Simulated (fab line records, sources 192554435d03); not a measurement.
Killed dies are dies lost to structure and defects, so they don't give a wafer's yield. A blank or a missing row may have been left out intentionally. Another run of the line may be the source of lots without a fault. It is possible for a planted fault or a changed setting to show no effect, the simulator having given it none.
Matching of chambers    flow n5Finfet    4 sister chambers for N5_FIN_SAQP_MANDREL2_REMOVE_60 on rieSi-06
The step chemistry HBr/Cl2/O2, target a-Si, stops on SiNx, bt time 10 s. 4 wafers are shown with their chamber, then 12 later ones without.

## WAFERS, EACH WITH ITS CHAMBER
wafer   chamber  drypumpMotorCurrentA (A)
L083.6  1        5.2
L084.1  2        6.7
L085.1  3        5.4
L085.6  0        5.7

## WAFERS WITH NO CHAMBER GIVEN
wafer   drypumpMotorCurrentA (A)
L086.1  6.7
L086.4  5.4
L086.5  5.2
L088.1  5.4
L088.2  5.7
L088.6  5.4
L091.1  5.2
L091.4  6.7
L091.6  5.2
L097.1  6.6
L097.4  5.6
L097.6  5.7

## EACH ONE'S CHAMBER
wafer   from the rows above  in truth
L086.1  2                    2
L086.4  3                    3
L086.5  1                    1
L088.1  3                    3
L088.2  0                    0
L088.6  3                    3
L091.1  1                    1
L091.4  2                    2
L091.6  1                    1
L097.1  2                    2
L097.4  0                    0
L097.6  0                    0
12 of 12 placed correctly. Number that these rows cannot place: 0. Number placed wrongly: 0.
How it was worked out, from the rows above alone: a wafer's distance from a chamber is the root of the sum, over the readings, of the square of ((its reading less the chamber's mean) divided by the reading's scatter). If the next closest chamber is less than 2 further off than the closest, the wafer can't be placed; otherwise it belongs to the closest. The mean given for a chamber averages the wafers shown for that chamber. The scatter: with one shown wafer a chamber, the root of the mean of the squares of how far each hidden wafer lies from its nearest shown one.
